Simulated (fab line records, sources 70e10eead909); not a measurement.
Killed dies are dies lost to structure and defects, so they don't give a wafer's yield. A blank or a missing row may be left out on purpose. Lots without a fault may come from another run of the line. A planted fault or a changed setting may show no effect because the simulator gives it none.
Which tool did it? | flow nand_harc | 13 lots, 39 wafers sampled, at 6 steps of a route of 1159

WHAT THE GAUGES READ, wafer by wafer
NHARC_A_ZERO_WELL_INSPECT_17.
lot  | measured     | on                | raw_defect_count
L622 | day 6 07:28  | defect_inspect-02 | 11 8 6
L623 | day 7 00:10  | defect_inspect-02 | 10 3 11
L624 | day 7 01:07  | defect_inspect-02 | 18 32 20
L627 | day 7 22:55  | defect_inspect-02 | 12 12 10
L629 | day 8 10:16  | defect_inspect-02 | 16 9 18
L628 | day 8 10:37  | defect_inspect-02 | 19 9 18
L635 | day 10 03:44 | defect_inspect-02 | 15 19 12
L632 | day 10 09:32 | defect_inspect-01 | 31 8 5
L638 | day 10 21:43 | defect_inspect-02 | 8 7 10
L642 | day 11 05:52 | defect_inspect-01 | 11 4 5
L639 | day 11 06:10 | defect_inspect-01 | 15 25 19
L640 | day 11 14:13 | defect_inspect-01 | 16 8 5
L645 | day 12 04:45 | defect_inspect-01 | 10 11 9

NHARC_A_ONON_D1_THK_MEAS_02: measures by ellipsometry.
lot  | measured     | on            | thk_nm (nm)
L622 | day 7 04:25  | film_metro-02 | 1006 1007 1005
L623 | day 7 21:34  | film_metro-02 | 1002 1003 1004
L624 | day 7 21:32  | film_metro-01 | 997 999 995
L627 | day 8 22:43  | film_metro-01 | 978 976 976
L629 | day 9 07:00  | film_metro-02 | 992 994 992
L628 | day 9 06:59  | film_metro-02 | 1003 1001 1000
L635 | day 11 00:26 | film_metro-01 | 1014 1012 1013
L632 | day 11 10:31 | film_metro-02 | 1001 1000 998
L638 | day 11 21:02 | film_metro-01 | 1002 1001 1003
L642 | day 12 05:35 | film_metro-01 | 984 985 983
L639 | day 12 05:37 | film_metro-02 | 994 993 991
L640 | day 12 12:07 | film_metro-01 | 984 984 985
L645 | day 13 01:53 | film_metro-02 | 1006 1006 1007

NHARC_A_ONON_D1_THK_MEAS_21: measures by ellipsometry.
lot  | measured     | on            | thk_nm (nm)
L622 | day 7 17:22  | film_metro-01 | 1008 1009 1008
L623 | day 8 07:32  | film_metro-01 | 1001 1001 1001
L624 | day 8 07:30  | film_metro-02 | 977 977 977
L627 | day 9 08:50  | film_metro-02 | 1016 1018 1015
L629 | day 9 16:55  | film_metro-01 | 983 984 984
L628 | day 9 16:57  | film_metro-02 | 1000 1001 996
L635 | day 11 10:52 | film_metro-02 | 998 998 1000
L632 | day 11 20:42 | film_metro-02 | 1000 1001 999
L638 | day 12 07:05 | film_metro-02 | 992 990 990
L642 | day 12 15:30 | film_metro-01 | 997 997 996
L639 | day 12 15:29 | film_metro-02 | 1009 1011 1011
L640 | day 12 22:02 | film_metro-02 | 992 991 991
L645 | day 13 10:19 | film_metro-01 | 992 991 990

NHARC_A_ONON_D1_THK_MEAS_24: measures by ellipsometry.
lot  | measured     | on            | thk_nm (nm)
L622 | day 7 17:55  | film_metro-02 | 1007 1006 1006
L623 | day 8 08:07  | film_metro-02 | 1003 1005 1005
L624 | day 8 08:04  | film_metro-01 | 1022 1021 1020
L627 | day 9 09:23  | film_metro-02 | 1002 1003 1003
L629 | day 9 17:30  | film_metro-02 | 987 986 987
L628 | day 9 17:32  | film_metro-01 | 973 975 973
L635 | day 11 11:33 | film_metro-01 | 999 1000 675
L632 | day 11 21:16 | film_metro-02 | 1003 1003 1003
L638 | day 12 07:38 | film_metro-01 | 996 995 995
L642 | day 12 16:04 | film_metro-02 | 992 993 992
L639 | day 12 16:04 | film_metro-01 | 1019 1018 1020
L640 | day 12 22:36 | film_metro-02 | 1010 1009 1010
L645 | day 13 10:53 | film_metro-01 | 1010 1010 1013

NHARC_END_SORT_01.
lot  | measured     | on        | killed_at_array | killed_at_other | killed_at_periphery | killed_dies | killed_open | killed_short
L635 | day 22 07:37 | prober-01 | 45 45 676       | 0 0 0           | 6 2 1               | 51 47 677   | 4 2 7       | 1 3 1

WHICH TOOL RAN EACH LOT (tool, then ch and the chambers of the sampled wafers, then the start)
lot  | NHARC_A_ONON_D1_DEP_22
L622 | pecvd_onon-04 ch 0, day 7 17:28
L623 | pecvd_onon-04 ch 0, day 8 07:36
L624 | pecvd_onon-02 ch 0, day 8 07:37
L627 | pecvd_onon-04 ch 0, day 9 08:53
L629 | pecvd_onon-02 ch 0, day 9 17:10
L628 | pecvd_onon-01 ch 0, day 9 17:00
L635 | pecvd_onon-01 ch 0, day 11 11:06
L632 | pecvd_onon-04 ch 0, day 11 20:49
L638 | pecvd_onon-04 ch 0, day 12 07:08
L642 | pecvd_onon-04 ch 0, day 12 15:33
L639 | pecvd_onon-02 ch 0, day 12 15:43
L640 | pecvd_onon-02 ch 0, day 12 22:06
L645 | pecvd_onon-04 ch 0, day 13 10:26
- NHARC_A_ONON_D1_DEP_22: target thk 1000 nm.

WHAT THE TOOLS THEMSELVES READ (means of the sampled wafers that have a number; where no wafer has one, the mark that the record gives instead)
NHARC_A_ONON_D1_DEP_22.
lot  | tool          | nh3_flow_sccm (sccm)
L622 | pecvd_onon-04 | 499.6
L623 | pecvd_onon-04 | 500.1
L624 | pecvd_onon-02 | 500.2
L627 | pecvd_onon-04 | 502.9
L629 | pecvd_onon-02 | 498.4
L628 | pecvd_onon-01 | 501.0
L635 | pecvd_onon-01 | 500.3
L632 | pecvd_onon-04 | 495.7
L638 | pecvd_onon-04 | 498.8
L642 | pecvd_onon-04 | 499.8
L639 | pecvd_onon-02 | 499.7
L640 | pecvd_onon-02 | 499.6
L645 | pecvd_onon-04 | 498.8

THE ANSWER, worked out from the rows above alone
Rule: what is usual is taken from the lots themselves. Put in order of their means at a reading, lots are off if they are a third of the lots or fewer, leave a main group of 4 or more, and stand apart from it by a gap of 3 or more times the standard deviation of the main group's means; of several such gaps the widest counts. A main group whose means are all the same, to the digits that the tables above print for the reading, isn't used. A lot without any number at a reading at which 4 lots or more have one is off too. The other lots that the step has rows for count as sound. The gauges are gone through in route order, then the tools' own readings, and for those a lot's mean is taken as printed above. The first step at which some lot is off is used, and at that step the reading that is off furthest; a lot without a number counts as furthest.
Off: L635, at NHARC_A_ONON_D1_THK_MEAS_24 (thk_nm). The main group: mean 1002 nm, standard deviation 13.
A tool fits if, at a process step before that reading, it ran every lot that is off, and no sound lot after the first of them. The gauges at NHARC_A_ONON_D1_THK_MEAS_24 are tried like those tools. One fits: pecvd_onon-01 at NHARC_A_ONON_D1_DEP_22. Its last sound lot is L628 (day 9 17:00), its first lot that is off L635 (day 11 11:06): a fault that began between those two fits.

WHAT THE SIMULATOR HAD PUT IN
Process parameter drift: pecvd_onon-01, from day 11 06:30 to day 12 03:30, at NHARC_A_ONON_D1_DEP_22. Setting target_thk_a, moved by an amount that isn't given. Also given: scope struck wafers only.
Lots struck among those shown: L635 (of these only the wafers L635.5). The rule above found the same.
